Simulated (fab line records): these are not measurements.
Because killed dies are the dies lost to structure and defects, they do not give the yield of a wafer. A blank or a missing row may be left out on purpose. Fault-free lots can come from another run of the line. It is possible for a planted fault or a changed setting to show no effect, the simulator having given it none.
Split-lot experiment || flow n5_finfet || 7 lots, 21 wafers read, on a route of 1938 steps

## THE SPLIT
At N5_ZERO_LAYER_EXPOSE_08 (exposes mask ZERO, defocus 0 nm, target cd 2000 nm), the setting dose_mj was moved away from the recipe's 16.2 on 5 of the 21 wafers read, by -5.1% to +7.0%. The other wafers ran this setting at the recipe's value.

## FROM THE SPLIT TO THE READING: what the file shows between them, 2 steps
- N5_ZERO_LAYER_DEVELOP_10: develop time 60 s (also split here: develop_time_s)
- N5_ZERO_LAYER_HARDBAKE_23: time 120 s

## THE READING
cd_nm at N5_ZERO_LAYER_CD_MEAS_11, given in nm (cd target 2000 nm). Typical for fault-free wafers on this fab line: 2000.5 nm, with standard deviation 1.5 nm.

{"wafer": "L079.1", "tool, chamber at the split": "krf_scanner-01, 0", "dose_mj as run": 16.2, "against the recipe": "recipe", "cd_nm, nm": 2003.6, "against lot-mates on the recipe": "-"}
{"wafer": "L079.2", "tool, chamber at the split": "krf_scanner-01, 0", "dose_mj as run": 16.2, "against the recipe": "recipe", "cd_nm, nm": 1999.7, "against lot-mates on the recipe": "-"}
{"wafer": "L079.6", "tool, chamber at the split": "krf_scanner-01, 0", "dose_mj as run": 16.2, "against the recipe": "recipe", "cd_nm, nm": 1998.4, "against lot-mates on the recipe": "-"}
{"wafer": "L081.3", "tool, chamber at the split": "krf_scanner-01, 0", "dose_mj as run": 17.33, "against the recipe": "+7.0%", "cd_nm, nm": 2012.9, "against lot-mates on the recipe": "+12.9"}
{"wafer": "L081.5", "tool, chamber at the split": "krf_scanner-01, 0", "dose_mj as run": 16.2, "against the recipe": "recipe", "cd_nm, nm": 2000.3, "against lot-mates on the recipe": "-"}
{"wafer": "L081.6", "tool, chamber at the split": "krf_scanner-01, 0", "dose_mj as run": 16.2, "against the recipe": "recipe", "cd_nm, nm": 1999.7, "against lot-mates on the recipe": "-"}
{"wafer": "L082.1", "tool, chamber at the split": "krf_scanner-02, 0", "dose_mj as run": 15.38, "against the recipe": "-5.1%", "cd_nm, nm": 1991.4, "against lot-mates on the recipe": -10.6}
{"wafer": "L082.2", "tool, chamber at the split": "krf_scanner-02, 0", "dose_mj as run": 16.2, "against the recipe": "recipe", "cd_nm, nm": 2000.9, "against lot-mates on the recipe": "-"}
{"wafer": "L082.3", "tool, chamber at the split": "krf_scanner-02, 0", "dose_mj as run": 16.2, "against the recipe": "recipe", "cd_nm, nm": 2003.1, "against lot-mates on the recipe": "-"}
{"wafer": "L086.3", "tool, chamber at the split": "krf_scanner-02, 0", "dose_mj as run": 16.2, "against the recipe": "recipe", "cd_nm, nm": 2002.4, "against lot-mates on the recipe": "-"}
{"wafer": "L086.5", "tool, chamber at the split": "krf_scanner-02, 0", "dose_mj as run": 16.2, "against the recipe": "recipe", "cd_nm, nm": 2002.3, "against lot-mates on the recipe": "-"}
{"wafer": "L086.6", "tool, chamber at the split": "krf_scanner-02, 0", "dose_mj as run": 16.2, "against the recipe": "recipe", "cd_nm, nm": 2003.4, "against lot-mates on the recipe": "-"}
{"wafer": "L088.1", "tool, chamber at the split": "krf_scanner-02, 0", "dose_mj as run": 16.2, "against the recipe": "recipe", "cd_nm, nm": 1998.0, "against lot-mates on the recipe": "-"}
{"wafer": "L088.2", "tool, chamber at the split": "krf_scanner-02, 0", "dose_mj as run": 16.2, "against the recipe": "recipe", "cd_nm, nm": 1997.3, "against lot-mates on the recipe": "-"}
{"wafer": "L088.4", "tool, chamber at the split": "krf_scanner-02, 0", "dose_mj as run": 16.2, "against the recipe": "recipe", "cd_nm, nm": 1998.9, "against lot-mates on the recipe": "-"}
{"wafer": "L093.3", "tool, chamber at the split": "krf_scanner-02, 0", "dose_mj as run": 16.2, "against the recipe": "recipe", "cd_nm, nm": 1998.1, "against lot-mates on the recipe": "-"}
{"wafer": "L093.4", "tool, chamber at the split": "krf_scanner-02, 0", "dose_mj as run": 16.95, "against the recipe": "+4.6%", "cd_nm, nm": 2007.7, "against lot-mates on the recipe": "+9.6"}
{"wafer": "L093.5", "tool, chamber at the split": "krf_scanner-02, 0", "dose_mj as run": 16.95, "against the recipe": "+4.6%", "cd_nm, nm": 2008.3, "against lot-mates on the recipe": "+10.2"}
{"wafer": "L095.1", "tool, chamber at the split": "krf_scanner-01, 0", "dose_mj as run": 17.14, "against the recipe": "+5.8%", "cd_nm, nm": 2012.2, "against lot-mates on the recipe": "+12.9"}
{"wafer": "L095.2", "tool, chamber at the split": "krf_scanner-01, 0", "dose_mj as run": 16.2, "against the recipe": "recipe", "cd_nm, nm": 1999.0, "against lot-mates on the recipe": "-"}
{"wafer": "L095.4", "tool, chamber at the split": "krf_scanner-01, 0", "dose_mj as run": 16.2, "against the recipe": "recipe", "cd_nm, nm": 1999.6, "against lot-mates on the recipe": "-"}

FIT RESULTS
A straight line over all 21 wafers: cd_nm changes by +1.81 nm for each +1% of dose_mj; r = +0.93; the points scatter about the line by 1.9 nm.
The same after taking each lot's own level away (the mean of its wafers on the recipe; 21 wafers): +2.06 nm for each +1%; r = +0.98; scatter 1.1 nm.
According to that fit, moving dose_mj by its largest amount changes the reading by 14 nm.
The span of the lots' own levels, 1998.07 to 2002.70 nm, comes to 3.1 times the standard deviation stated above.
In other words, the slope is changed by the lot-to-lot level; the two fits disagree.
Check: with one of the wafers moved furthest among these (+7.0%) left out of the fit, the line predicts +15 nm for it against its lot-mates. Against them it came out at +12.9 nm.

## THESE WAFERS: OTHER SPLITS
Note: prior to the reading, these wafers also went through further splits. Each is held against what the fit with the lots' levels taken away leaves over:
{"other split on the same wafers": "N5_ZERO_LAYER_DEVELOP_10 develop_time_s", "wafers away from the commonest value": 3, "r with cd_nm (lot level and that fit taken away)": "+0.43"}

## THE WHOLE CHAIN: every reading that the file lists as answering this split, in the file's order
{"step": "N5_ZERO_LAYER_CD_MEAS_11", "what it does": "target cd 2000 nm", "reading": "cd_nm", "change (the file's fit)": "+2.04 nm for each +1% of the setting", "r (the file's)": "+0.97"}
{"step": "N5_ZERO_LAYER_DESCUM_16", "what it does": "chemistry O2, time 7.9 s", "reading": "ZERO_LAYER.cd_nm (the simulator's own value, which no gauge read)", "change (the file's fit)": "+2.02 nm for each +1% of the setting", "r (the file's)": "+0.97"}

## FILE'S OWN FIT
cd_nm changes by +2.04 nm for each +1% of dose_mj, r = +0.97.
